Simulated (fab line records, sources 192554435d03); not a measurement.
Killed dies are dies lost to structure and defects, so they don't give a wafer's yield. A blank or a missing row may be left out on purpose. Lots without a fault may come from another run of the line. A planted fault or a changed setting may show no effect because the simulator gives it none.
Chamber matching | flow n5_finfet | N5_BEOL_M5_STRIP_36 on rie_diel-01: 4 sister chambers
The step strips in N2/H2. 16 wafers are shown with their chamber, then 8 later ones without.

WAFERS WITH THEIR CHAMBER
wafer  | chamber | drypump_motor_current_A (A) | showerhead_plenum_p_Torr (Torr) | throttle_valve_pct (%)
L074.1 | 1       | 4.7                         | 2.63                            | 23.80
L074.4 | 3       | 5.8                         | 2.51                            | 23.96
L074.5 | 3       | 5.7                         | 2.51                            | 23.98
L076.2 | 0       | 5.4                         | 2.35                            | 23.44
L076.4 | 2       | 6.3                         | 2.53                            | 23.40
L076.6 | 2       | 6.3                         | 2.53                            | 23.38
L077.2 | 0       | 5.4                         | 2.35                            | 23.44
L077.3 | 3       | 5.7                         | 2.51                            | 23.97
L077.5 | 1       | 4.7                         | 2.62                            | 23.80
L081.3 | 0       | 5.4                         | 2.34                            | 23.44
L081.4 | 3       | 5.8                         | 2.51                            | 24.01
L081.6 | 3       | 5.7                         | 2.51                            | 23.98
L082.1 | 0       | 5.4                         | 2.34                            | 23.48
L082.5 | 2       | 6.3                         | 2.52                            | 23.44
L082.6 | 3       | 5.8                         | 2.51                            | 24.00
L087.2 | 2       | 6.3                         | 2.52                            | 23.45

SIGNATURES (means of the wafers above)
reading                  | chamber 0 | chamber 1 | chamber 2 | chamber 3 | scatter within a chamber
drypump_motor_current_A  | 5.400     | 4.700     | 6.300     | 5.750     | 0.0354
showerhead_plenum_p_Torr | 2.3450    | 2.6250    | 2.5250    | 2.5100    | 0.00456
throttle_valve_pct       | 23.4500   | 23.8000   | 23.4175   | 23.9833   | 0.0227
Rule: a wafer's distance from a chamber is the root of the sum, over the readings, of the square of ((its reading less the chamber's mean) divided by the reading's scatter). The wafer belongs to the nearest chamber; if the next one is less than 2 further off, it can't be placed. The scatter: the root of (the sum of the squares of (reading less its chamber's mean) over the shown wafers, divided by (wafers less chambers)).

WAFERS WITHOUT THEIR CHAMBER
wafer  | drypump_motor_current_A (A) | showerhead_plenum_p_Torr (Torr) | throttle_valve_pct (%)
L087.4 | 5.4                         | 2.34                            | 23.50
L087.6 | 6.3                         | 2.52                            | 23.44
L093.1 | 5.4                         | 2.33                            | 23.49
L093.2 | 4.7                         | 2.61                            | 23.86
L093.5 | 6.3                         | 2.51                            | 23.47
L096.1 | 4.7                         | 2.60                            | 23.86
L096.3 | 5.4                         | 2.33                            | 23.52
L096.5 | 6.3                         | 2.51                            | 23.48

WHICH CHAMBER EACH WENT THROUGH
wafer  | from the rows above | in truth
L087.4 | 0                   | 0
L087.6 | 2                   | 2
L093.1 | 0                   | 0
L093.2 | 1                   | 1
L093.5 | 2                   | 2
L096.1 | 1                   | 1
L096.3 | 0                   | 0
L096.5 | 2                   | 2
Placed correctly: 8 of 8. Can't be placed from these rows: 0. Placed wrongly: 0.
